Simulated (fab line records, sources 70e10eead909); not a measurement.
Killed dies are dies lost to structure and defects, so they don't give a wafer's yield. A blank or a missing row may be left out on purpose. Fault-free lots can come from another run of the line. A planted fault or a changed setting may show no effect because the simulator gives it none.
Matching of chambers | flow nand_harc | NHARC_A_CHANNEL_FILL_D2_ETCHBACK_20 on rie_diel-05 has 4 sister chambers
The step etches the open film in C4F8/O2/Ar, target depth 27 nm, time 13.5 s. 4 wafers are shown with their chamber, then 12 later ones without.

## WAFERS, EACH WITH ITS CHAMBER
wafer  | chamber | rf_vpp_V (V)
L087.2 | 2       | 970
L092.1 | 1       | 977
L092.2 | 3       | 980
L092.4 | 0       | 973

## WAFERS WITH NO CHAMBER GIVEN
wafer  | rf_vpp_V (V)
L093.1 | 971
L093.3 | 971
L093.5 | 969
L095.1 | 979
L095.3 | 976
L095.4 | 972
L096.1 | 970
L096.2 | 977
L096.3 | 981
L096.4 | 971
L096.5 | 969
L096.6 | 977

## WHICH CHAMBER EACH WENT THROUGH
wafer  | from the rows above     | in truth
L093.1 | can't be placed: 2 or 0 | 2
L093.3 | can't be placed: 2 or 0 | 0
L093.5 | 2                       | 2
L095.1 | can't be placed: 3 or 1 | 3
L095.3 | 1                       | 1
L095.4 | can't be placed: 0 or 2 | 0
L096.1 | 2                       | 2
L096.2 | 1                       | 1
L096.3 | 3                       | 3
L096.4 | can't be placed: 2 or 0 | 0
L096.5 | 2                       | 2
L096.6 | 1                       | 1
Correct placement for 7 of the 12. From these rows, 5 cannot be placed; in 5 the true chamber is one of the candidates. Number placed wrongly: 0.
How it was worked out, from the rows above alone: a wafer's distance from a chamber is the root of the sum, over the readings, of the square of ((its reading less the chamber's mean) divided by the reading's scatter). If the next closest chamber is less than 2 further off than the closest, the wafer can't be placed; otherwise it belongs to the closest. For every chamber, the mean is computed from those of its wafers that are shown. The scatter: root of mean squared gap, hidden wafer to nearest shown wafer, with one shown wafer a chamber.
